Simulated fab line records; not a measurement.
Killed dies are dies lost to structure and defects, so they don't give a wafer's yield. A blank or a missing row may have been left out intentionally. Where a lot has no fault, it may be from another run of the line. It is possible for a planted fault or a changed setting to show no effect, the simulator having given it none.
Matching of chambers	flow nandHarc	NHARC_P_BONDPAD_STRIP_15 on rieDiel-01 has 4 sister chambers
The step strips in O2. 8 wafers are shown with their chamber, then 9 later ones without.

== WAFERS WITH THEIR CHAMBER ==
wafer	chamber	showerheadPlenumPTorr (Torr)	drypumpMotorCurrentA (A)
L074.3	1	3.32	5.1
L079.5	2	3.74	5.9
L085.5	2	3.74	5.9
L085.6	3	3.34	6.2
L086.5	1	3.31	5.2
L088.1	3	3.34	6.2
L088.2	0	3.42	5.2
L088.5	0	3.42	5.2

== WAFERS WHOSE CHAMBER IS MISSING ==
wafer	showerheadPlenumPTorr (Torr)	drypumpMotorCurrentA (A)
L088.3	3.31	5.2
L088.4	3.74	5.9
L088.6	3.34	6.2
L092.3	3.42	5.2
L092.4	3.42	5.2
L092.5	3.31	5.1
L095.2	3.74	5.9
L095.4	3.34	6.2
L095.5	3.42	5.2

== WHICH CHAMBER EACH WENT THROUGH ==
wafer	from the rows above	in truth
L088.3	1	1
L088.4	2	2
L088.6	3	3
L092.3	0	0
L092.4	0	0
L092.5	1	1
L095.2	2	2
L095.4	3	3
L095.5	0	0
9 of 9 placed correctly. Number that these rows cannot place: 0. Wrongly placed: 0.
How it was worked out, from the rows above alone: a wafer's distance from a chamber is the root of the sum, over the readings, of the square of ((its reading less the chamber's mean) divided by the reading's scatter). The wafer belongs to the nearest chamber; if the next one is less than 2 further off, it can't be placed. Each chamber's mean is taken over the wafers shown for it. How the scatter is found: for the shown wafers, subtract from each reading the mean of its chamber, square and add these, divide the total by (wafers less chambers), then take the root.
